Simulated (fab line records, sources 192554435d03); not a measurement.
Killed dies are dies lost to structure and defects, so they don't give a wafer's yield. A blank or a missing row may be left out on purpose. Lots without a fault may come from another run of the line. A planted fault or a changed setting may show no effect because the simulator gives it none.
fab line records | flow n5_finfet
record lots=22 wafers=66 last_day=17
route steps=1938 shown BEOL_M12@1619 BEOL_M13@1671
lots that met no fault: from a run of the same line without faults
start_h: hours from the record's first day to the start of the lot's first wafer shown | wait_h: hours since the lot's step before | " the same as in the row above | L1.1+2: a row that stands for several wafers | - no value, or no start given | * or withheld: withheld | < > ~ a bound
route shown NAME@n: a module of which the file shows steps, and the number in the route of the first | usual: mean/standard deviation of fault-free wafers | same: alike in all rows | chamber/n: place in a boat | sites: the reading at each site | _std_site: their standard deviation | _edge_site: outer sites' mean less inner sites' | radius_mm: how far each site lies from the wafer's centre | mask NAME#n: copy n | behind: the tool/chamber that last shaped the wafer | hold: why the lot was held/for how many hours/how that ended | device: the transistor (n, p or np) that didn't switch | end of line: the same wafers' tests at the end of the route | a step without rows: its recipe alone | killed: dies lost to structure and defects at the first sort, not the wafer's yield | map: a wafer's dies, x killed, . not, _ none there
set.NAME: the setting as run; set.NAME@STEP: as run at that earlier step | model.NAME: the simulator's own value behind a step, which no gauge read
steps of the route over a sample of lots; a table a step, a row a wafer
services: from which hour (start_h, from the record's first day; less than 0 if before it) a tool's chamber was out of use, for how many hours, and why
## steps
# step N5_BEOL_M12_STRIP_64
# recipe chemistry=N2/H2 power_w=1000 temp_c=250 h2_frac=0.65 overash_fraction=0.3 pressure_mtorr=withheld n2_flow_sccm=1750 h2_flow_sccm=3250
# usual drypump_motor_current_A=5.83/0.045 heater_power_w=349/37 oes_product_au=0.715/0.0047 strip_time_to_endpoint_s=31.30/0.06
# columns lot.wafer tool chamber start_h wait_h drypump_motor_current_A heater_power_w oes_product_au rf_hours_counter_h strip_time_to_endpoint_s
L074.1 plasma_asher-02 0 210.52 0.0 5.87 399 0.714 62 31.23
L074.3 " 1 " " 5.78 327 0.723 - 31.16
L074.5 " 1 " " 5.76 335 0.712 - 31.27
L077.1 plasma_asher-01 1 235.19 0.0 5.83 309 0.714 117 31.35
L077.4 " 0 " " 5.82 371 0.712 - 31.33
L077.6 " 0 " " 5.82 358 0.714 - 31.27
L078.1 plasma_asher-02 0 249.53 0.0 5.88 407 0.723 69 31.26
L078.2 " 1 " " 5.76 330 0.716 69 31.28
L078.3 " 0 " " 5.91 395 0.715 - 31.29
L075.3 plasma_asher-01 0 253.57 0.0 5.78 357 0.719 - 31.26
L075.5 " 1 " " 5.80 309 0.714 - 31.36
L075.6 " 0 " " 5.82 366 0.715 - 31.34
L076.1 plasma_asher-01 1 262.58 0.0 5.86 316 0.707 124 31.33
L076.4 " 0 " " 5.84 367 0.718 - 31.36
L076.5 " 1 " " 5.86 314 0.708 - 31.25
L080.1 plasma_asher-02 1 266.59 0.0 5.78 323 0.716 72 31.31
L080.2 " 0 " " 5.93 399 0.711 72 31.34
L080.6 " 0 " " 5.89 399 0.716 - 31.31
L079.2 plasma_asher-01 1 270.06 0.0 5.84 303 0.723 126 31.36
L079.3 " 1 " " 5.84 311 0.715 - 31.30
L079.5 " 0 " " 5.81 362 0.714 - 31.29
L081.2 plasma_asher-02 0 292.71 0.0 5.89 413 0.718 77 31.31
L081.4 " 0 " " 5.91 412 0.714 - 31.36
L081.5 " 0 " " 5.87 414 0.711 - 31.39
L083.1 plasma_asher-01 1 293.00 0.0 5.79 302 0.721 130 31.21
L083.3 " 1 " " 5.80 308 0.713 - 31.29
L083.5 " 0 " " 5.87 365 0.704 - 31.29
L082.3 plasma_asher-01 1 293.29 0.0 5.84 303 0.710 - 31.30
L082.4 " 0 " " 5.85 360 0.710 - 31.36
L082.5 " 0 " " 5.85 359 0.710 - 31.34
L084.1 plasma_asher-01 1 300.59 0.0 5.87 307 0.713 132 31.31
L084.3 " 1 " " 5.84 306 0.710 - 31.34
L084.5 " 1 " " 5.88 305 0.711 - 31.42
L085.2 plasma_asher-02 1 302.48 0.0 5.80 337 0.708 79 31.29
L085.4 " 1 " " 5.78 324 0.714 - 31.35
L085.5 " 1 " " 5.79 336 0.715 - 31.36
L086.2 plasma_asher-01 0 309.60 0.0 5.83 359 0.718 135 31.27
L086.4 " 1 " " 5.80 306 0.714 - 31.32
L086.6 " 0 " " 5.84 369 0.717 - 31.34
L087.2 plasma_asher-01 1 321.05 0.0 5.81 312 0.719 136 31.31
L087.3 " 0 " " 5.85 365 0.723 - 31.36
L087.4 " 1 " " 5.80 305 0.717 - 31.35
L088.3 plasma_asher-01 1 323.33 0.0 5.84 308 0.716 - 31.32
L088.4 " 0 " " 5.84 371 0.720 - 31.26
L088.5 " 0 " " 5.85 363 0.711 - 31.24
L090.1 plasma_asher-02 0 338.39 0.0 5.87 407 0.718 84 31.30
L090.2 " 1 " " 5.79 331 0.709 84 31.23
L090.3 " 0 " " 5.89 406 0.725 - 31.19
L091.1 plasma_asher-01 0 347.15 0.0 5.81 366 0.708 141 31.36
L091.2 " 1 " " 5.82 307 0.722 141 31.38
L091.5 " 1 " " 5.85 309 0.716 - 31.44
L092.1 plasma_asher-02 1 352.36 0.0 5.77 323 0.713 88 31.23
L092.4 " 1 " " 5.80 330 0.715 - 31.31
L092.5 " 0 " " 5.86 409 0.725 - 31.24
L093.1 plasma_asher-02 1 352.72 0.0 5.74 333 0.715 88 31.28
L093.2 " 0 " " 5.87 408 0.726 88 31.28
L093.5 " 0 " " 5.89 416 0.715 - 31.27
L094.2 plasma_asher-02 0 355.13 0.0 5.93 415 0.712 89 31.42
L094.3 " 1 " " 5.77 334 0.715 - 31.29
L094.5 " 1 " " 5.78 330 0.723 - 31.43
L096.1 plasma_asher-01 0 369.26 0.0 5.83 364 0.712 144 31.24
L096.2 " 1 " " 5.83 315 0.712 144 31.35
L096.6 " 0 " " 5.83 365 0.707 - 31.23
L097.1 plasma_asher-01 0 373.30 0.0 5.80 363 0.723 144 31.27
L097.2 " 1 " " 5.79 307 0.717 144 31.31
L097.4 " 1 " " 5.82 305 0.715 - 31.36
# step N5_BEOL_M12_DESCUM_33
# recipe chemistry=O2 time_s=7.9 source_power_w=50 bias_power_w=20 pressure_mtorr=20 rf_frequency_hz=2.712e+07 temp_c=40 o2_flow_sccm=225
# usual drypump_motor_current_A=5.9/0.39 oes_product_au=0.81/0.1 rf_vpp_V=243.1/1.1 showerhead_plenum_p_Torr=2.09/0.051 throttle_valve_pct=20.42/0.23
# columns lot.wafer tool chamber start_h wait_h drypump_motor_current_A oes_product_au rf_hours_counter_h rf_vpp_V showerhead_plenum_p_Torr throttle_valve_pct
L074.1 rie_diel-04 1 211.08 0.0 5.7 0.77 151 245.8 2.17 20.66
L074.3 " 0 " " 5.4 0.69 238 243.1 2.06 20.46
L074.5 " 1 " " 5.7 0.77 - 243.6 2.17 20.64
L077.1 rie_diel-03 3 235.84 0.1 6.1 1.01 0 242.1 2.05 20.12
L077.4 " 0 " " 5.5 0.67 248 243.7 2.14 20.42
L077.6 " 2 " " 5.8 0.69 - 242.4 2.07 20.62
L078.1 rie_diel-01 0 250.72 0.5 6.4 0.85 58 244.0 2.21 20.49
L078.2 " 3 " " 6.1 0.82 81 242.6 2.12 20.58
L078.3 " 1 " " 6.6 0.71 219 241.8 2.05 20.64
L075.3 rie_diel-04 3 254.24 0.0 6.0 0.91 26 242.4 2.05 20.21
L075.5 " 1 " " 5.7 0.74 - 244.8 2.17 20.66
L075.6 " 3 " " 6.0 0.89 - 241.3 2.05 20.21
L076.1 rie_diel-04 1 263.14 0.0 5.7 0.75 173 243.7 2.17 20.67
L076.4 " 0 " " 5.4 0.99 0 243.0 2.06 20.08
L076.5 " 0 " " 5.4 0.99 - 242.9 2.06 20.09
L080.1 rie_diel-03 2 267.16 0.0 5.8 0.69 216 243.7 2.07 20.63
L080.2 " 0 " " 5.5 1.00 3 243.7 2.14 20.02
L080.6 " 3 " " 6.2 0.97 - 243.3 2.05 20.12
L079.2 rie_diel-04 1 270.75 0.0 5.7 0.74 175 244.8 2.16 20.68
L079.3 " 0 " " 5.4 0.96 3 241.5 2.06 20.10
L079.5 " 1 " " 5.7 0.75 - 245.0 2.16 20.68
L081.2 rie_diel-03 2 293.40 0.0 5.8 0.68 226 242.4 2.06 20.65
L081.4 " 1 " " 6.0 0.90 24 242.1 2.05 20.40
L081.5 " 1 " " 6.0 0.91 - 245.0 2.05 20.41
L083.1 rie_diel-01 0 293.84 0.1 6.5 0.83 73 245.4 2.20 20.51
L083.3 " 3 " " 6.1 0.80 96 244.6 2.11 20.59
L083.5 " 1 " " 6.7 0.70 - 243.4 2.05 20.66
L082.3 rie_diel-03 0 293.99 0.0 5.5 0.95 14 242.8 2.13 20.05
L082.4 " 3 " " 6.1 0.93 23 242.3 2.04 20.14
L082.5 " 3 " " 6.1 0.93 - 243.3 2.04 20.15
L084.1 rie_diel-01 3 301.27 0.0 6.1 0.80 98 244.0 2.11 20.60
L084.3 " 2 " " 5.9 0.71 190 242.6 2.08 20.32
L084.5 " 3 " " 6.1 0.80 - 242.6 2.11 20.61
L085.2 rie_diel-01 1 303.17 0.0 6.6 0.70 237 241.7 2.05 20.68
L085.4 " 2 " " 5.9 0.71 191 242.9 2.08 20.33
L085.5 " 2 " " 5.9 0.72 - 244.3 2.08 20.32
L086.2 rie_diel-04 3 310.33 0.0 6.1 0.86 46 244.1 2.04 20.24
L086.4 " 0 " " 5.4 0.93 16 243.9 2.05 20.10
L086.6 " 0 " " 5.4 0.93 - 241.8 2.05 20.10
L087.2 rie_diel-03 1 321.80 0.1 6.0 0.88 32 242.4 2.05 20.41
L087.3 " 2 " " 5.8 0.67 236 242.6 2.06 20.67
L087.4 " 0 " " 5.5 0.93 23 244.0 2.13 20.05
L088.3 rie_diel-01 1 323.94 0.1 6.6 0.69 244 243.3 2.05 20.69
L088.4 " 0 " " 6.4 0.81 83 244.1 2.20 20.52
L088.5 " 1 " " 6.6 0.68 - 243.3 2.05 20.69
L090.1 rie_diel-04 0 339.13 0.1 5.4 0.89 25 241.5 2.05 20.11
L090.2 " 1 " " 5.7 0.72 197 244.2 2.16 20.71
L090.3 " 2 " " 5.1 0.67 249 242.6 2.05 20.74
L091.1 rie_diel-01 2 347.84 0.0 5.9 0.71 206 242.5 2.07 20.35
L091.2 " 0 " " 6.5 0.80 93 244.9 2.19 20.57
L091.5 " 2 " " 5.9 0.71 - 244.0 2.07 20.34
L092.1 rie_diel-04 0 353.15 0.3 5.4 0.89 28 241.3 2.05 20.14
L092.4 " 0 " " 5.4 0.89 - 241.7 2.05 20.13
L092.5 " 3 " " 6.0 0.85 - 242.1 2.04 20.26
L093.1 rie_diel-01 3 353.90 0.7 6.1 0.78 117 242.9 2.11 20.63
L093.2 " 2 " " 5.9 0.70 210 243.1 2.07 20.35
L093.5 " 3 " " 6.1 0.78 - 242.6 2.11 20.63
L094.2 rie_diel-04 3 355.72 0.0 6.1 0.85 65 241.9 2.04 20.26
L094.3 " 0 " " 5.4 0.89 30 242.3 2.05 20.12
L094.5 " 1 " " 5.7 0.73 - 243.9 2.15 20.72
L096.1 rie_diel-01 0 369.89 0.1 6.5 0.78 102 245.8 2.19 20.55
L096.2 " 1 " " 6.6 0.97 5 241.9 2.04 20.32
L096.6 " 1 " " 6.6 0.96 - 241.5 2.04 20.33
L097.1 rie_diel-01 2 374.10 0.2 5.9 0.70 219 243.4 2.07 20.38
L097.2 " 1 " " 6.6 0.96 7 243.3 2.04 20.30
L097.4 " 1 " " 6.6 0.96 - 242.9 2.04 20.31
# step N5_BEOL_M12_TRENCH_ETCH_34
# recipe chemistry=C4F8/O2/Ar target=SiOC target_depth_a=3189.5 mask_material=SOC pressure_mtorr=30 source_w=3000 bias_w=700 Ar_flow_sccm=400 C4F8_flow_sccm=15 O2_flow_sccm=8 he_inner_torr=15 he_outer_torr=30 time_s=125.5 ion_energy_ev=250
# usual bias_w=699.9/2 drypump_motor_current_A=5.9/0.39 oes_product_au=0.81/0.1 rf_vpp_V=665.5/2.5 showerhead_plenum_p_Torr=3.41/0.079 throttle_valve_pct=24.21/0.23
# columns lot.wafer tool chamber start_h wait_h bias_w drypump_motor_current_A oes_product_au rf_hours_counter_h rf_vpp_V showerhead_plenum_p_Torr throttle_valve_pct
L074.1 rie_diel-04 1 211.45 0.0 697.3 5.7 0.75 152 667.8 3.54 24.43
L074.3 " 0 " " 699.2 5.4 0.69 238 663.0 3.37 24.15
L074.5 " 1 " " 700.4 5.7 0.76 - 669.8 3.54 24.42
L077.1 rie_diel-03 3 236.20 0.0 699.2 6.1 1.02 1 664.1 3.35 23.88
L077.4 " 0 " " 702.7 5.5 0.68 248 667.1 3.50 24.13
L077.6 " 2 " " 702.1 5.8 0.69 - 663.7 3.37 24.28
L078.1 rie_diel-01 0 251.08 0.0 701.7 6.5 0.85 58 669.2 3.60 24.35
L078.2 " 3 " " 702.2 6.1 0.82 81 665.3 3.45 24.37
L078.3 " 1 " " 699.1 6.7 0.71 219 664.7 3.38 24.49
L075.3 rie_diel-04 3 254.60 0.0 696.7 6.0 0.89 27 662.5 3.35 23.98
L075.5 " 1 " " 700.0 5.7 0.74 - 669.1 3.53 24.45
L075.6 " 3 " " 699.0 6.1 0.90 - 664.3 3.35 23.96
L076.1 rie_diel-04 1 263.51 0.0 698.1 5.7 0.74 173 669.4 3.53 24.45
L076.4 " 0 " " 698.6 5.4 0.96 1 664.6 3.36 23.85
L076.5 " 0 " " 700.2 5.4 0.97 - 664.5 3.36 23.86
L080.1 rie_diel-03 2 267.52 0.0 701.3 5.8 0.69 216 663.8 3.37 24.30
L080.2 " 0 " " 700.9 5.5 1.00 3 667.4 3.49 23.83
L080.6 " 3 " " 697.2 6.1 0.96 - 663.8 3.34 23.90
L079.2 rie_diel-04 1 271.11 0.0 700.1 5.7 0.73 175 669.5 3.52 24.46
L079.3 " 0 " " 699.0 5.4 0.95 3 661.8 3.36 23.85
L079.5 " 1 " " 699.5 5.7 0.74 - 667.5 3.52 24.47
L081.2 rie_diel-03 2 293.77 0.0 697.8 5.8 0.68 227 663.8 3.36 24.32
L081.4 " 1 " " 699.7 6.0 0.91 24 663.7 3.35 24.22
L081.5 " 1 " " 701.1 6.0 0.90 - 663.8 3.35 24.21
L083.1 rie_diel-01 0 294.20 0.0 701.2 6.5 0.82 73 671.5 3.59 24.38
L083.3 " 3 " " 702.0 6.1 0.79 96 667.1 3.44 24.38
L083.5 " 1 " " 699.3 6.6 0.69 - 664.2 3.37 24.52
L082.3 rie_diel-03 3 294.36 0.0 700.5 6.2 0.93 23 663.7 3.34 23.91
L082.4 " 0 " " 701.6 5.5 0.95 - 668.4 3.49 23.85
L082.5 " 3 " " 701.9 6.2 0.94 - 663.3 3.34 23.91
L084.1 rie_diel-01 3 301.64 0.0 699.3 6.1 0.80 98 667.3 3.44 24.38
L084.3 " 2 " " 701.3 5.9 0.71 190 665.1 3.41 24.14
L084.5 " 3 " " 700.3 6.1 0.79 - 666.8 3.44 24.39
L085.2 rie_diel-01 1 303.53 0.0 700.6 6.7 0.70 237 664.4 3.37 24.52
L085.4 " 2 " " 697.6 5.9 0.71 191 665.6 3.41 24.14
L085.5 " 2 " " 697.6 5.9 0.71 - 665.2 3.41 24.13
L086.2 rie_diel-04 3 310.70 0.0 699.5 6.0 0.86 47 663.1 3.34 24.00
L086.4 " 0 " " 694.9 5.4 0.91 17 664.7 3.35 23.86
L086.6 " 0 " " 698.8 5.4 0.91 - 665.0 3.35 23.88
L087.2 rie_diel-03 1 322.16 0.0 701.9 6.0 0.88 32 665.3 3.35 24.22
L087.3 " 2 " " 698.4 5.8 0.67 236 665.6 3.36 24.35
L087.4 " 0 " " 697.5 5.5 0.92 23 668.1 3.48 23.84
L088.3 rie_diel-01 1 324.30 0.0 700.8 6.6 0.69 244 662.5 3.37 24.51
L088.4 " 0 " " 699.3 6.5 0.80 83 671.5 3.59 24.40
L088.5 " 1 " " 699.5 6.7 0.69 - 664.7 3.37 24.53
L090.1 rie_diel-04 0 339.49 0.0 703.5 5.4 0.90 25 662.4 3.35 23.89
L090.2 " 1 " " 698.1 5.7 0.73 198 669.4 3.51 24.49
L090.3 " 2 " " 700.3 5.2 0.68 249 663.9 3.37 24.58
L091.1 rie_diel-01 2 348.20 0.0 698.3 5.9 0.70 206 664.8 3.40 24.15
L091.2 " 0 " " 698.9 6.5 0.80 94 670.6 3.58 24.42
L091.5 " 2 " " 700.4 5.9 0.69 - 664.4 3.40 24.16
L092.1 rie_diel-04 0 353.51 0.0 699.8 5.4 0.90 29 662.9 3.35 23.89
L092.4 " 0 " " 699.7 5.4 0.90 - 662.9 3.35 23.89
L092.5 " 3 " " 698.6 6.0 0.84 - 665.0 3.33 24.02
L093.1 rie_diel-01 3 354.44 0.0 701.7 6.1 0.78 118 666.0 3.43 24.40
L093.2 " 2 " " 702.6 5.9 0.69 210 666.0 3.40 24.18
L093.5 " 3 " " 701.0 6.1 0.78 - 665.8 3.43 24.42
L094.2 rie_diel-04 3 356.08 0.0 699.4 6.0 0.84 65 663.3 3.33 24.03
L094.3 " 0 " " 699.1 5.4 0.88 30 663.7 3.35 23.89
L094.5 " 1 " " 700.8 5.7 0.72 - 667.7 3.51 24.47
L096.1 rie_diel-01 0 370.25 0.0 694.6 6.4 0.79 103 669.6 3.58 24.41
L096.2 " 1 " " 699.5 6.6 0.96 5 664.3 3.36 24.21
L096.6 " 1 " " 701.0 6.6 0.97 - 662.4 3.36 24.22
L097.1 rie_diel-01 2 374.47 0.0 698.4 5.9 0.68 220 665.0 3.39 24.18
L097.2 " 1 " " 698.6 6.6 0.95 7 664.2 3.36 24.24
L097.4 " 1 " " 698.4 6.6 0.96 - 663.6 3.36 24.23
# step N5_BEOL_M12_SPUTTER_43
# recipe material=TaN target_thk_a=150 temp_c=50 bias_v=168.6 power_w=15000 chamber_pressure_pa=0.12 time_s=24.19
# usual throttle_valve_pct=29.8/1
# columns lot.wafer tool chamber start_h wait_h throttle_valve_pct
L074.1 pvd_sputter-02 - 214.99 0.0 29.9
L074.3 " - " " 28.2
L074.5 " - " " 28.7
L077.1 pvd_sputter-01 - 237.30 0.0 28.6
L077.4 " - " " 30.8
L077.6 " - " " 28.5
L078.1 pvd_sputter-03 - 252.90 0.0 29.9
L078.2 " - " " 31.1
L078.3 " - " " 28.0
L075.3 pvd_sputter-01 - 256.26 0.0 31.3
L075.5 " - " " 28.5
L075.6 " - " " 30.8
L076.1 pvd_sputter-03 - 265.69 0.0 31.3
L076.4 " - " " 27.9
L076.5 " - " " 29.5
L080.1 pvd_sputter-01 - 270.48 0.0 30.8
L080.2 " - " " 31.0
L080.6 " - " " 28.6
L079.2 pvd_sputter-01 - 273.64 0.0 30.8
L079.3 " - " " 28.9
L079.5 " - " " 28.7
L081.2 pvd_sputter-01 - 296.74 0.0 31.0
L081.4 " - " " 29.9
L081.5 " - " " 28.7
L082.3 pvd_sputter-03 - 299.05 0.0 28.1
L082.4 " - " " 30.1
L082.5 " - " " 30.0
L083.1 pvd_sputter-02 - 299.23 0.0 30.6
L083.3 " - " " 28.8
L083.5 " - " " 30.2
L084.1 pvd_sputter-01 - 302.51 0.0 31.0
L084.3 " - " " 31.0
L084.5 " - " " 30.1
L085.2 pvd_sputter-03 - 306.04 0.0 28.0
L085.4 " - " " 31.0
L085.5 " - " " 28.0
L086.2 pvd_sputter-03 - 312.95 0.0 27.9
L086.4 " - " " 29.2
L086.6 " - " " 28.0
L087.2 pvd_sputter-02 - 323.31 0.0 28.8
L087.3 " - " " 28.3
L087.4 " - " " 29.8
L088.3 pvd_sputter-03 - 326.68 0.0 29.0
L088.4 " - " " 31.3
L088.5 " - " " 28.2
L090.1 pvd_sputter-02 - 343.58 0.0 29.0
L090.2 " - " " 30.1
L090.3 " - " " 28.5
L091.1 pvd_sputter-02 - 349.88 0.0 30.1
L091.2 " - " " 28.7
L091.5 " - " " 28.6
L092.1 pvd_sputter-01 - 356.66 0.0 29.8
L092.4 " - " " 28.7
L092.5 " - " " 30.8
L093.1 pvd_sputter-02 - 358.09 0.0 28.3
L093.2 " - " " 30.1
L093.5 " - " " 30.0
L094.2 pvd_sputter-01 - 358.10 0.0 31.0
L094.3 " - " " 30.8
L094.5 " - " " 31.0
L096.1 pvd_sputter-01 - 371.72 0.0 31.0
L096.2 " - " " 28.8
L096.6 " - " " 30.8
L097.1 pvd_sputter-03 - 378.31 0.0 31.4
L097.2 " - " " 29.1
L097.4 " - " " 30.0
# step N5_BEOL_M13_INSPECT_12
# recipe mode=adi inspect_instrument=macro
# usual raw_defect_count=2.2/1.5
# columns lot.wafer tool chamber start_h wait_h raw_defect_count
L074.1 defect_inspect-02 - 216.80 0.0 2
L074.3 " - " " 3
L074.5 " - " " 0
L077.1 defect_inspect-02 - 239.48 0.0 1
L077.4 " - " " 1
L077.6 " - " " 2
L078.1 defect_inspect-02 - 254.86 0.0 0
L078.2 " - " " 4
L078.3 " - " " 3
L075.3 defect_inspect-02 - 258.11 0.0 4
L075.5 " - " " 1
L075.6 " - " " 1
L076.1 defect_inspect-01 - 267.69 0.0 3
L076.4 " - " " 4
L076.5 " - " " 3
L080.1 defect_inspect-01 - 272.19 0.0 4
L080.2 " - " " 2
L080.6 " - " " 3
L079.2 defect_inspect-01 - 275.48 0.0 2
L079.3 " - " " 2
L079.5 " - " " 4
L081.2 defect_inspect-01 - 298.45 0.0 5
L081.4 " - " " 3
L081.5 " - " " 1
L082.3 defect_inspect-02 - 300.76 0.0 1
L082.4 " - " " 0
L082.5 " - " " 1
L083.1 defect_inspect-02 - 301.18 0.0 3
L083.3 " - " " 4
L083.5 " - " " 6
L084.1 defect_inspect-01 - 304.43 0.0 2
L084.3 " - " " 1
L084.5 " - " " 1
L085.2 defect_inspect-02 - 308.41 0.0 3
L085.4 " - " " 3
L085.5 " - " " 1
L086.2 defect_inspect-02 - 314.86 0.0 3
L086.4 " - " " 3
L086.6 " - " " 4
L087.2 defect_inspect-02 - 325.24 0.0 7
L087.3 " - " " 1
L087.4 " - " " 2
L088.3 defect_inspect-02 - 328.45 0.0 3
L088.4 " - " " 0
L088.5 " - " " 2
L090.1 defect_inspect-01 - 345.45 0.0 0
L090.2 " - " " 2
L090.3 " - " " 2
L091.1 defect_inspect-02 - 351.75 0.0 3
L091.2 " - " " 1
L091.5 " - " " 2
L092.1 defect_inspect-01 - 358.38 0.0 3
L092.4 " - " " 0
L092.5 " - " " 1
L093.1 defect_inspect-02 - 359.93 0.0 1
L093.2 " - " " 3
L093.5 " - " " 1
L094.2 defect_inspect-02 - 360.07 0.0 1
L094.3 " - " " 2
L094.5 " - " " 0
L096.1 defect_inspect-02 - 373.46 0.0 2
L096.2 " - " " 1
L096.6 " - " " 1
L097.1 defect_inspect-01 - 380.16 0.0 3
L097.2 " - " " 1
L097.4 " - " " 3
# step N5_BEOL_M13_ETCH_68
# recipe chemistry=N2/H2 target=SOC mask_material=SiARC source_w=3000 bias_w=350 temp_c=40 time_s=355 ion_energy_ev=200 pressure_mtorr=30 n2_flow_sccm=200 h2_flow_sccm=200
# usual bias_w=350.2/1.1 drypump_motor_current_A=5.7/0.53 oes_product_au=0.79/0.07 rf_vpp_V=524.4/2.6 showerhead_plenum_p_Torr=2.56/0.092 throttle_valve_pct=17.82/0.27
# columns lot.wafer tool chamber start_h wait_h bias_w drypump_motor_current_A oes_product_au rf_hours_counter_h rf_vpp_V showerhead_plenum_p_Torr throttle_valve_pct
L074.1 rie_diel-05 3 218.41 0.1 349.0 5.8 0.95 7 527.0 2.71 17.68
L074.3 " 0 " " 350.3 5.6 0.94 15 522.4 2.50 17.42
L074.5 " 1 " " 349.2 5.8 0.74 - 526.9 2.64 18.08
L077.1 rie_diel-02 1 240.68 0.1 350.0 5.6 0.73 182 525.9 2.64 18.03
L077.4 " 3 " " 349.4 6.6 0.89 30 525.2 2.59 17.38
L077.6 " 0 " " 349.6 5.1 0.89 - 527.9 2.71 17.99
L078.1 rie_diel-02 3 256.16 0.1 351.1 6.6 0.89 34 526.7 2.59 17.38
L078.2 " 0 " " 349.7 5.1 0.87 41 527.3 2.70 17.97
L078.3 " 2 " " 349.7 5.1 0.80 99 520.8 2.46 17.62
L075.3 rie_diel-02 2 259.60 0.1 348.6 5.1 0.79 100 520.9 2.46 17.63
L075.5 " 2 " " 348.8 5.1 0.81 - 522.4 2.46 17.63
L075.6 " 1 " " 351.5 5.6 0.73 - 527.8 2.64 18.04
L076.1 rie_diel-02 1 268.97 0.1 350.2 5.5 0.73 189 526.8 2.64 18.04
L076.4 " 2 " " 351.4 5.1 0.79 103 521.1 2.46 17.64
L076.5 " 0 " " 351.8 5.1 0.87 - 528.1 2.70 17.98
L080.1 rie_diel-06 2 273.52 0.1 348.7 6.5 0.74 178 524.2 2.52 17.79
L080.2 " 0 " " 350.6 5.7 0.82 68 524.6 2.58 17.57
L080.6 " 0 " " 350.3 5.7 0.82 - 523.7 2.58 17.56
L079.2 rie_diel-02 2 276.88 0.1 351.7 5.1 0.78 105 520.4 2.46 17.63
L079.3 " 1 " " 351.1 5.6 0.72 192 525.5 2.64 18.04
L079.5 " 3 " " 350.4 6.6 0.87 - 525.6 2.58 17.40
L081.2 rie_diel-06 1 299.61 0.1 350.3 5.5 0.71 216 521.1 2.41 17.90
L081.4 " 3 " " 350.5 6.6 0.80 - 522.5 2.46 17.78
L081.5 " 0 " " 350.5 5.7 0.82 - 524.3 2.58 17.57
L082.3 rie_diel-05 2 302.12 0.1 350.6 5.4 0.71 216 523.2 2.52 18.24
L082.4 " 0 " " 350.0 5.7 0.89 - 521.3 2.49 17.46
L082.5 " 1 " " 349.7 5.8 0.72 - 525.6 2.63 18.13
L083.1 rie_diel-02 3 302.53 0.1 351.3 6.6 0.86 48 524.8 2.58 17.41
L083.3 " 2 " " 351.5 5.1 0.78 112 522.1 2.46 17.66
L083.5 " 2 " " 352.4 5.1 0.79 - 521.2 2.46 17.65
L084.1 rie_diel-05 2 305.66 0.1 349.4 5.4 0.71 217 523.4 2.52 18.25
L084.3 " 0 " " 351.4 5.6 0.89 38 522.0 2.49 17.45
L084.5 " 0 " " 352.0 5.6 0.89 - 522.1 2.49 17.48
L085.2 rie_diel-02 0 309.74 0.1 349.8 5.1 0.84 58 528.8 2.70 18.02
L085.4 " 1 " " 350.3 5.6 0.71 202 526.1 2.64 18.06
L085.5 " 0 " " 351.4 5.1 0.86 - 527.7 2.70 18.00
L086.2 rie_diel-02 3 319.12 0.1 347.7 6.6 0.85 56 523.9 2.58 17.42
L086.4 " 1 " " 350.8 5.5 0.71 - 526.6 2.63 18.07
L086.6 " 2 " " 349.5 5.1 0.77 - 520.5 2.45 17.67
L087.2 rie_diel-02 2 326.45 0.1 349.1 5.1 0.77 122 521.8 2.45 17.67
L087.3 " 0 " " 350.7 5.1 0.85 63 527.5 2.69 18.04
L087.4 " 3 " " 349.8 6.6 0.85 58 524.4 2.58 17.43
L088.3 rie_diel-05 1 329.73 0.1 350.4 5.8 0.71 226 525.5 2.62 18.12
L088.4 " 3 " " 348.8 5.8 0.87 35 528.0 2.70 17.74
L088.5 " 3 " " 348.3 5.8 0.88 - 527.6 2.70 17.73
L090.1 rie_diel-06 1 346.79 0.1 349.5 5.5 0.70 230 520.6 2.41 17.91
L090.2 " 3 " " 348.8 6.6 0.78 126 520.5 2.46 17.80
L090.3 " 2 " " 349.9 6.5 0.73 194 522.6 2.52 17.82
L091.1 rie_diel-06 2 353.13 0.1 349.8 6.5 0.73 196 523.2 2.52 17.82
L091.2 " 3 " " 351.6 6.5 0.78 128 520.7 2.45 17.82
L091.5 " 1 " " 350.1 5.5 0.69 - 519.6 2.41 17.91
L092.1 rie_diel-05 3 360.16 0.1 350.9 5.7 0.87 44 527.3 2.69 17.74
L092.4 " 0 " " 348.6 5.7 0.85 55 522.7 2.48 17.49
L092.5 " 0 " " 351.3 5.6 0.84 - 523.4 2.48 17.50
L093.1 rie_diel-05 0 361.36 0.1 348.2 5.6 0.86 55 520.1 2.48 17.50
L093.2 " 1 " " 350.2 5.9 0.70 234 525.6 2.62 18.16
L093.5 " 2 " " 349.8 5.4 0.70 - 523.6 2.51 18.30
L094.2 rie_diel-02 0 361.52 0.1 350.4 5.1 0.83 75 527.3 2.69 18.04
L094.3 " 3 " " 350.0 6.6 0.83 70 526.4 2.57 17.44
L094.5 " 3 " " 349.8 6.6 0.84 - 524.5 2.57 17.45
L096.1 rie_diel-06 3 374.71 0.1 350.2 6.6 0.78 135 522.2 2.45 17.83
L096.2 " 0 " " 350.7 5.7 0.80 86 525.5 2.58 17.59
L096.6 " 2 " " 349.0 6.5 0.74 - 522.4 2.51 17.84
L097.1 rie_diel-02 1 381.32 0.1 348.9 5.6 0.70 229 525.1 2.62 18.11
L097.2 " 0 " " 348.8 5.1 0.82 82 528.3 2.69 18.05
L097.4 " 3 " " 349.8 6.6 0.83 77 525.5 2.57 17.47
## services
# columns tool chamber start_h hours kind
rie_diel-02 2 187.47 42.2 repair
rie_diel-05 - 197.43 0.5 repair
rie_diel-01 1 228.63 16.2 repair
rie_diel-03 - 239.55 1.0 repair
rie_diel-03 1 261.09 19.7 repair
plasma_asher-02 - 261.19 2.8 pm
plasma_asher-01 - 282.59 1.4 repair
rie_diel-06 2 297.63 7.9 repair
rie_diel-05 3 298.23 8.0 repair
rie_diel-06 - 302.99 14.6 pm
plasma_asher-02 - 307.61 2.4 repair
rie_diel-02 0 316.48 3.8 repair
rie_diel-06 0 329.38 30.4 repair
rie_diel-02 0 333.06 3.4 repair
rie_diel-03 2 333.64 14.0 repair
rie_diel-06 2 337.79 6.0 repair
pvd_sputter-03 - 340.21 4.5 repair
rie_diel-04 0 346.07 5.5 repair
plasma_asher-01 - 349.76 10.1 repair
rie_diel-01 0 350.57 4.9 repair
rie_diel-02 2 359.03 13.7 repair
rie_diel-01 3 365.79 24.3 repair
rie_diel-05 2 368.61 5.7 repair
rie_diel-04 - 378.75 4.3 pm
## key
fault none
